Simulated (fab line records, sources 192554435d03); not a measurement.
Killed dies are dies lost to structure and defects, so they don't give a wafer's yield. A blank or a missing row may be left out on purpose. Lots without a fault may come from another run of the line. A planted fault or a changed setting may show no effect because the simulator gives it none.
fab line records | flow n5_finfet | part 1 of 2: steps 1 to 19 of 30
record lots=5 wafers=15 last_day=13
route steps=1938 shown BEOL_M5@1120
lots that met no fault: from a run of the same line without faults
start_h: hours from the record's first day to the start of the lot's first wafer shown | wait_h: hours since the lot's step before | " the same as in the row above | L1.1+2: a row that stands for several wafers | - no value, or no start given | * or withheld: withheld | < > ~ a bound
route shown NAME@n: a module of which the file shows steps, and the number in the route of the first | usual: mean/standard deviation of fault-free wafers | same: alike in all rows | chamber/n: place in a boat | sites: the reading at each site | _std_site: their standard deviation | _edge_site: outer sites' mean less inner sites' | radius_mm: how far each site lies from the wafer's centre | mask NAME#n: copy n | behind: the tool/chamber that last shaped the wafer | hold: why the lot was held/for how many hours/how that ended | device: the transistor (n, p or np) that didn't switch | end of line: the same wafers' tests at the end of the route | a step without rows: its recipe alone | killed: dies lost to structure and defects at the first sort, not the wafer's yield | map: a wafer's dies, x killed, . not, _ none there
set.NAME: the setting as run; set.NAME@STEP: as run at that earlier step | model.NAME: the simulator's own value behind a step, which no gauge read
lots at some steps of the route; a table a step, a row a wafer
services: from which hour (start_h, from the record's first day; less than 0 if before it) a tool's chamber was out of use, for how many hours, and why
## steps
# step N5_BEOL_M5_COAT_05
# recipe resist=CAR-EUV spin_rpm=1500 resist_thk_nm=30
# usual chill_plate_temp_C=23.00/0.12
# columns lot.wafer tool chamber start_h wait_h chill_plate_temp_C
L076.4 litho_track-03 0 - - 23.08
L076.5 " 0 " " 23.08
L076.6 " 0 " " 23.14
L079.2 litho_track-03 0 - - 22.98
L079.3 " 0 " " 23.04
L079.5 " 0 " " 23.04
L080.1 litho_track-02 0 - - 22.92
L080.4 " 0 " " 23.06
L080.5 " 0 " " 23.09
L082.3 litho_track-05 0 - - 23.21
L082.5 " 0 " " 23.24
L082.6 " 0 " " 23.11
L083.2 litho_track-03 0 - - 22.76
L083.4 " 0 " " 22.92
L083.5 " 0 " " 23.06
# step N5_BEOL_M5_EBR_07
# recipe solvent=PGMEA ebr_width_mm=1.5
# usual chill_plate_temp_C=23.01/0.094
# columns lot.wafer tool chamber start_h wait_h chill_plate_temp_C
L076.4 litho_track-03 0 - - 23.07
L076.5 " 0 " " 23.14
L076.6 " 0 " " 22.96
L079.2 litho_track-03 0 - - 23.09
L079.3 " 0 " " 22.84
L079.5 " 0 " " 23.12
L080.1 litho_track-02 0 - - 22.97
L080.4 " 0 " " 22.91
L080.5 " 0 " " 22.93
L082.3 litho_track-05 0 - - 23.06
L082.5 " 0 " " 23.07
L082.6 " 0 " " 22.98
L083.2 litho_track-03 0 - - 23.05
L083.4 " 0 " " 22.96
L083.5 " 0 " " 23.07
# step N5_BEOL_M5_SOFTBAKE_06
# recipe temp_c=110 time_s=60 resist=CAR-EUV
# usual chill_plate_temp_C=22.99/0.12
# columns lot.wafer tool chamber start_h wait_h chill_plate_temp_C
L076.4 litho_track-03 0 - - 23.05
L076.5 " 0 " " 23.06
L076.6 " 0 " " 23.00
L079.2 litho_track-03 0 - - 22.92
L079.3 " 0 " " 22.88
L079.5 " 0 " " 22.80
L080.1 litho_track-02 0 - - 23.03
L080.4 " 0 " " 22.79
L080.5 " 0 " " 22.83
L082.3 litho_track-05 0 - - 22.98
L082.5 " 0 " " 22.82
L082.6 " 0 " " 22.91
L083.2 litho_track-03 0 - - 23.09
L083.4 " 0 " " 23.02
L083.5 " 0 " " 23.07
# step N5_BEOL_M5_EXPOSE_08
# recipe mask_id=M5 na=0.33 source_shape=annular sigma_inner=0.4 sigma_outer=0.8 polarization=unpolarized target_cd_nm=28 dose_mj=35.75
# columns lot.wafer tool chamber start_h wait_h mask
L076.4+5+6 euv_scanner-02 0 194.92 - M5#0
L079.2+3+5 euv_scanner-02 0 195.48 - M5#0
L080.1+4+5 euv_scanner-02 0 205.45 - M5#0
L082.3+5+6 euv_scanner-02 0 215.52 - M5#0
L083.2+4+5 euv_scanner-02 0 218.95 - M5#0
# step N5_BEOL_M5_PEB_09
# recipe peb_temp_c=100 peb_time_s=60 resist=CAR-EUV
# usual chill_plate_temp_C=22.98/0.1
# columns lot.wafer tool chamber start_h wait_h chill_plate_temp_C
L076.4 litho_track-03 0 194.97 0.0 22.96
L076.5 " 0 " " 22.94
L076.6 " 0 " " 22.99
L079.2 litho_track-02 0 195.54 0.0 22.96
L079.3 " 0 " " 23.05
L079.5 " 0 " " 23.17
L080.1 litho_track-02 0 205.51 0.1 22.85
L080.4 " 0 " " 22.98
L080.5 " 0 " " 22.98
L082.3 litho_track-03 0 215.57 0.0 22.88
L082.5 " 0 " " 23.05
L082.6 " 0 " " 22.99
L083.2 litho_track-03 0 219.01 0.0 22.99
L083.4 " 0 " " 22.92
L083.5 " 0 " " 23.03
# step N5_BEOL_M5_DEVELOP_10
# recipe develop_time_s=30 developer=TMAH resist=CAR-EUV rinse_liquid=surfactant_rinse dry=air_spin dev_temp_c=23
# usual chill_plate_temp_C=23.03/0.12
# columns lot.wafer tool chamber start_h wait_h chill_plate_temp_C
L076.4 litho_track-03 0 - - 22.93
L076.5 " 0 " " 23.04
L076.6 " 0 " " 23.03
L079.2 litho_track-02 0 - - 23.13
L079.3 " 0 " " 23.23
L079.5 " 0 " " 23.12
L080.1 litho_track-02 0 - - 23.05
L080.4 " 0 " " 23.18
L080.5 " 0 " " 23.09
L082.3 litho_track-03 0 - - 22.93
L082.5 " 0 " " 22.97
L082.6 " 0 " " 22.87
L083.2 litho_track-03 0 - - 22.92
L083.4 " 0 " " 22.93
L083.5 " 0 " " 22.89
# step N5_BEOL_M5_CD_MEAS_11
# recipe target_cd_nm=27.74 landing_energy_ev=500 detector=se_inlens
# usual cd_nm=28.12/0.22
# columns lot.wafer tool chamber start_h wait_h cd_nm
L076.4 cd_sem-03 0 195.03 - 28.08
L076.5 " 0 " " 28.19
L076.6 " 0 " " 28.24
L079.2 cd_sem-03 0 195.60 - 28.16
L079.3 " 0 " " 27.99
L079.5 " 0 " " 28.11
L080.1 cd_sem-03 0 205.58 - 28.32
L080.4 " 0 " " 28.20
L080.5 " 0 " " 28.11
L082.3 cd_sem-01 0 215.64 - 28.38
L082.5 " 0 " " 28.24
L082.6 " 0 " " 28.20
L083.2 cd_sem-01 0 219.07 - 28.38
L083.4 " 0 " " 28.01
L083.5 " 0 " " 28.22
# step N5_BEOL_M5_OVL_MEAS_12
# recipe points_per_wafer=522
# usual M5_OVL=-0.2/0.61
# columns lot.wafer tool chamber start_h wait_h M5_OVL[nm]
L076.4 overlay-01 0 195.08 0.0 -0.3
L076.5 " 0 " " -0.2
L076.6 " 0 " " -1.0
L079.2 overlay-01 0 195.64 0.0 0.4
L079.3 " 0 " " -0.2
L079.5 " 0 " " -0.2
L080.1 overlay-02 0 205.61 0.0 0.8
L080.4 " 0 " " -1.0
L080.5 " 0 " " -0.7
L082.3 overlay-02 0 215.68 0.0 -0.4
L082.5 " 0 " " 0.3
L082.6 " 0 " " -1.0
L083.2 overlay-02 0 219.11 0.0 0.9
L083.4 " 0 " " 0.5
L083.5 " 0 " " 0.2
# step N5_BEOL_M5_INSPECT_13
# recipe mode=adi inspect_instrument=brightfield
# usual raw_defect_count=403/98
# columns lot.wafer tool chamber start_h wait_h raw_defect_count
L076.4 defect_inspect-01 - 195.12 0.0 343
L076.5 " - " " 354
L076.6 " - " " 373
L079.2 defect_inspect-01 - 195.69 0.0 387
L079.3 " - " " 426
L079.5 " - " " 375
L080.1 defect_inspect-01 - 205.66 0.1 540
L080.4 " - " " 537
L080.5 " - " " 457
L082.3 defect_inspect-02 - 215.86 0.2 470
L082.5 " - " " 544
L082.6 " - " " 388
L083.2 defect_inspect-02 - 219.16 0.0 330
L083.4 " - " " 390
L083.5 " - " " 329
# step N5_BEOL_M5_DESCUM_16
# recipe chemistry=O2 time_s=7 source_power_w=50 bias_power_w=20 pressure_mtorr=20 rf_frequency_hz=2.712e+07 temp_c=40 resist=CAR-EUV o2_flow_sccm=225
# usual drypump_motor_current_A=5.8/0.37 oes_product_au=0.80/0.062 rf_vpp_V=243.5/1.4 showerhead_plenum_p_Torr=2.12/0.085 throttle_valve_pct=20.43/0.26
# columns lot.wafer tool chamber start_h wait_h drypump_motor_current_A oes_product_au rf_hours_counter_h rf_vpp_V showerhead_plenum_p_Torr throttle_valve_pct
L076.4 rie_diel-06 0 195.35 0.2 5.6 0.71 203 241.3 2.01 20.70
L076.5 " 3 " " 5.6 0.75 - 245.0 2.18 20.36
L076.6 " 2 " " 6.0 0.81 - 244.2 2.22 20.38
L079.2 rie_diel-02 0 195.75 0.1 5.1 0.75 161 243.9 2.20 20.83
L079.3 " 2 " " 6.5 0.80 86 242.0 2.03 20.87
L079.5 " 2 " " 6.5 0.79 - 242.1 2.03 20.87
L080.1 rie_diel-04 3 205.70 0.0 6.0 0.88 30 243.7 2.13 20.50
L080.4 " 1 " " 5.6 0.70 217 243.2 2.05 20.37
L080.5 " 0 " " 5.7 0.91 - 242.6 2.06 20.18
L082.3 rie_diel-06 3 216.16 0.3 5.6 0.76 173 244.4 2.18 20.38
L082.5 " 1 " " 6.2 0.84 - 241.4 2.04 20.06
L082.6 " 2 " " 6.0 0.81 - 244.8 2.22 20.38
L083.2 rie_diel-02 2 219.21 0.1 6.5 0.79 93 243.4 2.03 20.88
L083.4 " 1 " " 5.7 0.88 57 245.8 2.24 20.33
L083.5 " 0 " " 5.1 0.74 - 244.9 2.20 20.84
# step N5_BEOL_M5_ETCH_72
# recipe chemistry=N2/H2 target=underlayer target_depth_a=65 mask_material=CAR-EUV time_s=5.2 ion_energy_ev=200 pressure_mtorr=30 source_w=840 bias_w=150 n2_flow_sccm=200 h2_flow_sccm=200 ends=cleared
# usual drypump_motor_current_A=5.8/0.37 etch_rf_on_time_s=5.21/0.12 oes_product_au=0.68/0.055 rf_vpp_V=524.6/3 showerhead_plenum_p_Torr=2.56/0.095 throttle_valve_pct=17.77/0.25
# columns lot.wafer tool chamber start_h wait_h drypump_motor_current_A etch_rf_on_time_s oes_product_au rf_hours_counter_h rf_vpp_V showerhead_plenum_p_Torr throttle_valve_pct
L076.4 rie_diel-06 0 195.38 0.0 5.6 5.39 0.60 203 519.9 2.41 17.92
L076.5 " 3 " " 5.6 5.31 0.63 - 528.3 2.64 17.77
L076.6 " 2 " " 6.1 5.26 0.70 - 528.6 2.66 17.51
L079.2 rie_diel-02 0 195.78 0.0 5.1 5.03 0.64 161 526.5 2.65 18.03
L079.3 " 2 " " 6.5 5.34 0.67 86 522.8 2.47 18.21
L079.5 " 2 " " 6.6 5.38 0.66 - 520.4 2.46 18.19
L080.1 rie_diel-04 3 205.73 0.0 6.0 5.06 0.77 30 526.2 2.57 17.85
L080.4 " 1 " " 5.5 5.28 0.59 217 521.5 2.50 17.78
L080.5 " 0 " " 5.7 5.28 0.76 - 523.2 2.49 17.47
L082.3 rie_diel-06 3 216.19 0.0 5.6 5.37 0.63 173 526.6 2.64 17.77
L082.5 " 1 " " 6.2 5.10 0.72 - 520.1 2.49 17.57
L082.6 " 2 " " 6.0 5.20 0.69 - 528.6 2.66 17.54
L083.2 rie_diel-02 2 219.25 0.0 6.5 5.30 0.66 93 522.9 2.46 18.23
L083.4 " 1 " " 5.7 5.24 0.74 57 526.9 2.71 17.75
L083.5 " 0 " " 5.1 5.05 0.64 - 526.8 2.65 18.08
# step N5_BEOL_M5_ETCH_61
# recipe chemistry=CF4 target=SiARC target_depth_a=156 mask_material=CAR-EUV time_s=26 ion_energy_ev=80 pressure_mtorr=40 source_w=545 bias_w=36 Ar_flow_sccm=100 cf4_flow_sccm=100 ends=cleared
# usual drypump_motor_current_A=5.8/0.37 etch_rf_on_time_s=26.0/0.58 oes_product_au=0.68/0.056 rf_vpp_V=184.2/1.2 showerhead_plenum_p_Torr=2.16/0.081 throttle_valve_pct=15.54/0.24
# columns lot.wafer tool chamber start_h wait_h drypump_motor_current_A etch_rf_on_time_s oes_product_au rf_hours_counter_h rf_vpp_V showerhead_plenum_p_Torr throttle_valve_pct
L076.4 rie_diel-06 0 195.40 0.0 5.6 26.9 0.61 203 182.4 2.04 15.71
L076.5 " 3 " " 5.6 26.6 0.64 - 185.1 2.20 15.51
L076.6 " 2 " " 6.0 26.3 0.70 - 184.3 2.25 15.38
L079.2 rie_diel-02 0 195.80 0.0 5.1 25.0 0.64 161 184.9 2.24 15.89
L079.3 " 2 " " 6.5 25.9 0.67 86 184.6 2.07 15.84
L079.5 " 2 " " 6.5 26.2 0.68 - 184.5 2.07 15.84
L080.1 rie_diel-04 3 205.75 0.0 6.0 25.2 0.78 30 185.7 2.18 15.60
L080.4 " 1 " " 5.5 26.6 0.59 217 182.6 2.13 15.77
L080.5 " 0 " " 5.6 26.5 0.78 - 182.3 2.09 15.22
L082.3 rie_diel-06 3 216.21 0.0 5.6 26.6 0.63 173 185.1 2.20 15.52
L082.5 " 1 " " 6.2 26.0 0.72 - 184.4 2.09 15.29
L082.6 " 2 " " 6.0 26.6 0.69 - 186.4 2.25 15.39
L083.2 rie_diel-02 2 219.27 0.0 6.5 26.6 0.66 93 182.1 2.06 15.87
L083.4 " 1 " " 5.6 26.0 0.75 57 185.6 2.26 15.28
L083.5 " 0 " " 5.1 25.5 0.64 - 185.0 2.24 15.90
# step N5_BEOL_M5_ETCH_62
# recipe chemistry=N2/H2 target=SOC target_depth_a=750 overetch_a=150 mask_material=SiARC temp_c=40 time_s=112.5 ion_energy_ev=200 pressure_mtorr=30 source_w=840 bias_w=150 n2_flow_sccm=200 h2_flow_sccm=200
# usual drypump_motor_current_A=5.8/0.37 oes_product_au=0.63/0.048 rf_vpp_V=524.4/2.8 showerhead_plenum_p_Torr=2.56/0.095 throttle_valve_pct=17.73/0.25
# columns lot.wafer tool chamber start_h wait_h drypump_motor_current_A oes_product_au rf_hours_counter_h rf_vpp_V showerhead_plenum_p_Torr throttle_valve_pct
L076.4 rie_diel-06 0 195.43 0.0 5.6 0.58 203 520.7 2.41 17.90
L076.5 " 3 " " 5.6 0.60 - 527.1 2.64 17.74
L076.6 " 2 " " 6.0 0.65 - 526.3 2.66 17.47
L079.2 rie_diel-02 0 195.83 0.0 5.1 0.58 161 527.4 2.65 18.00
L079.3 " 2 " " 6.5 0.63 86 522.1 2.47 18.16
L079.5 " 2 " " 6.5 0.63 - 522.4 2.47 18.16
L080.1 rie_diel-04 3 205.78 0.0 6.0 0.71 30 526.6 2.58 17.80
L080.4 " 1 " " 5.5 0.55 217 523.2 2.50 17.78
L080.5 " 0 " " 5.7 0.72 - 523.0 2.49 17.46
L082.3 rie_diel-06 3 216.24 0.0 5.6 0.59 173 526.3 2.64 17.73
L082.5 " 1 " " 6.2 0.67 - 522.6 2.49 17.55
L082.6 " 2 " " 6.1 0.65 - 528.1 2.66 17.48
L083.2 rie_diel-02 2 219.29 0.0 6.5 0.63 93 522.2 2.46 18.18
L083.4 " 1 " " 5.6 0.69 57 527.9 2.71 17.71
L083.5 " 0 " " 5.1 0.59 - 526.3 2.65 18.03
# step N5_BEOL_M5_STRIP_63
# recipe chemistry=N2/H2 temp_c=40 n2_flow_sccm=200 h2_flow_sccm=200 rf_frequency_hz=6e+07
# columns lot.wafer tool chamber start_h wait_h
L076.4+5+6 rie_diel-06 0,3,2 195.54 0.1
L079.2+3+5 rie_diel-02 0,2,2 195.94 0.1
L080.1+4+5 rie_diel-04 3,1,0 205.89 0.1
L082.3+5+6 rie_diel-06 3,1,2 216.34 0.1
L083.2+4+5 rie_diel-02 2,1,0 219.40 0.1
# step N5_BEOL_M5_STRIP_73
# recipe chemistry=N2/H2 temp_c=40 n2_flow_sccm=200 h2_flow_sccm=200 rf_frequency_hz=6e+07
# columns lot.wafer tool chamber start_h wait_h
L076.4+5+6 rie_diel-06 0,3,2 195.55 0.0
L079.2+3+5 rie_diel-02 0,2,2 195.95 0.0
L080.1+4+5 rie_diel-04 3,1,0 205.90 0.0
L082.3+5+6 rie_diel-06 3,1,2 216.35 0.0
L083.2+4+5 rie_diel-02 2,1,0 219.41 0.0
# step N5_BEOL_M5_STRIP_64
# recipe chemistry=CF4 resist=SiARC power_w=300 bias_power_w=75 pressure_mtorr=50 cf4_flow_sccm=150 rf_frequency_hz=6e+07
# usual drypump_motor_current_A=5.8/0.37 oes_product_au=0.79/0.061 rf_vpp_V=271.5/1.5 showerhead_plenum_p_Torr=1.81/0.066 throttle_valve_pct=13.52/0.24
# columns lot.wafer tool chamber start_h wait_h drypump_motor_current_A oes_product_au rf_hours_counter_h rf_vpp_V showerhead_plenum_p_Torr throttle_valve_pct
L076.4 rie_diel-06 0 195.56 0.0 5.6 0.72 203 269.3 1.71 13.74
L076.5 " 3 " " 5.5 0.75 - 273.7 1.85 13.52
L076.6 " 2 " " 6.0 0.82 - 273.4 1.89 13.37
L079.2 rie_diel-02 0 195.96 0.0 5.1 0.74 161 272.1 1.87 13.82
L079.3 " 2 " " 6.5 0.78 86 270.2 1.74 13.83
L079.5 " 2 " " 6.5 0.79 - 270.4 1.74 13.80
L080.1 rie_diel-04 3 205.91 0.0 6.0 0.87 30 272.4 1.83 13.55
L080.4 " 1 " " 5.5 0.69 217 270.8 1.79 13.78
L080.5 " 0 " " 5.7 0.91 - 270.9 1.75 13.19
L082.3 rie_diel-06 3 216.36 0.0 5.5 0.74 173 271.3 1.84 13.54
L082.5 " 1 " " 6.2 0.84 - 270.2 1.75 13.24
L082.6 " 2 " " 6.0 0.81 - 270.5 1.88 13.37
L083.2 rie_diel-02 2 219.42 0.0 6.5 0.77 93 270.5 1.73 13.83
L083.4 " 1 " " 5.6 0.87 57 272.7 1.90 13.24
L083.5 " 0 " " 5.1 0.73 - 272.1 1.87 13.81
# step N5_BEOL_M5_HM_OPEN_17
# recipe chemistry=Cl2/BCl3 target_depth_a=200 overetch_a=60 target=TiN mask_material=SOC ion_energy_ev=150 pressure_mtorr=10 icp_w=1000 bias_w=126 Cl2_flow_sccm=53.25 bcl3_flow_sccm=21.75 Ar_flow_sccm=25
# usual drypump_motor_current_A=5.9/0.48 mfc_cl2_sccm=53.25/0.16 oes_product_au=0.65/0.095 throttle_valve_pct=22.18/0.26
# columns lot.wafer tool chamber start_h wait_h drypump_motor_current_A mfc_cl2_sccm oes_product_au rf_hours_counter_h throttle_valve_pct
L076.4 rie_metal-02 0 195.63 0.1 6.0 53.07 0.66 - 22.13
L076.5 " 1 " " 5.1 53.02 0.50 - 22.41
L076.6 " 0 " " 6.0 53.10 0.66 - 22.12
L079.2 rie_metal-02 0 196.00 0.0 6.0 53.20 0.66 43 22.14
L079.3 " 0 " " 6.0 53.11 0.66 - 22.14
L079.5 " 0 " " 6.0 53.15 0.65 - 22.15
L080.1 rie_metal-01 1 205.95 0.0 6.5 53.32 0.51 127 22.68
L080.4 " 0 " " 6.4 53.21 0.63 - 22.10
L080.5 " 0 " " 6.4 53.30 0.64 - 22.08
L082.3 rie_metal-03 0 216.43 0.1 5.6 53.26 0.59 - 22.40
L082.5 " 0 " " 5.6 53.31 0.60 - 22.38
L082.6 " 1 " " 5.8 53.15 0.75 - 21.71
L083.2 rie_metal-01 1 219.49 0.1 6.6 53.31 0.51 - 22.63
L083.4 " 1 " " 6.5 53.35 0.52 - 22.65
L083.5 " 1 " " 6.5 53.49 0.51 - 22.66
# step N5_BEOL_M5_STRIP_19
# recipe chemistry=O2 power_w=400 temp_c=40 pressure_mtorr=30 rf_frequency_hz=6e+07 bias_power_w=0 overash_fraction=0.2 o2_flow_sccm=225
# usual drypump_motor_current_A=5.8/0.41 oes_product_au=0.79/0.058 rf_vpp_V=3.6/0.5 showerhead_plenum_p_Torr=2.13/0.09 throttle_valve_pct=16.70/0.26
# columns lot.wafer tool chamber start_h wait_h drypump_motor_current_A oes_product_au rf_hours_counter_h rf_vpp_V showerhead_plenum_p_Torr throttle_valve_pct
L076.4 rie_diel-02 3 195.71 0.1 5.9 0.82 77 3.2 2.23 16.26
L076.5 " 2 " " 6.5 0.79 - 4.0 2.04 17.03
L076.6 " 3 " " 5.9 0.83 - 4.3 2.23 16.26
L079.2 rie_diel-02 0 196.11 0.1 5.1 0.74 162 2.8 2.21 17.02
L079.3 " 1 " " 5.6 0.89 50 4.4 2.25 16.48
L079.5 " 2 " " 6.5 0.79 - 3.5 2.04 17.01
L080.1 rie_diel-06 2 206.09 0.1 6.0 0.81 88 3.8 2.23 16.57
L080.4 " 3 " " 5.6 0.74 169 3.0 2.18 16.65
L080.5 " 2 " " 6.0 0.81 - 3.3 2.23 16.57
L082.3 rie_diel-06 1 216.52 0.1 6.2 0.84 60 4.0 2.04 16.35
L082.5 " 0 " " 5.6 0.71 - 4.3 2.02 16.95
L082.6 " 3 " " 5.6 0.74 - 4.1 2.18 16.67
L083.2 rie_diel-04 0 219.66 0.1 5.7 0.91 24 3.4 2.06 16.40
L083.4 " 1 " " 5.5 0.70 222 3.9 2.06 16.67
L083.5 " 0 " " 5.6 0.89 - 3.2 2.06 16.41
# step N5_BEOL_M5_CD_MEAS_18
# recipe pitch_nm=56 target_cd_nm=28
# usual cd_nm=28.09/0.3
# columns lot.wafer tool chamber start_h wait_h cd_nm
L076.4 cd_sem-01 - 195.78 0.1 27.69
L076.5 " - " " 28.16
L076.6 " - " " 27.38
L079.2 cd_sem-02 - 196.18 0.1 27.79
L079.3 " - " " 28.02
L079.5 " - " " 27.56
L080.1 cd_sem-01 - 206.16 0.0 28.45
L080.4 " - " " 28.09
L080.5 " - " " 28.04
L082.3 cd_sem-02 - 216.59 0.1 28.51
L082.5 " - " " 28.16
L082.6 " - " " 28.03
L083.2 cd_sem-03 - 219.73 0.1 28.35
L083.4 " - " " 28.73
L083.5 " - " " 27.84
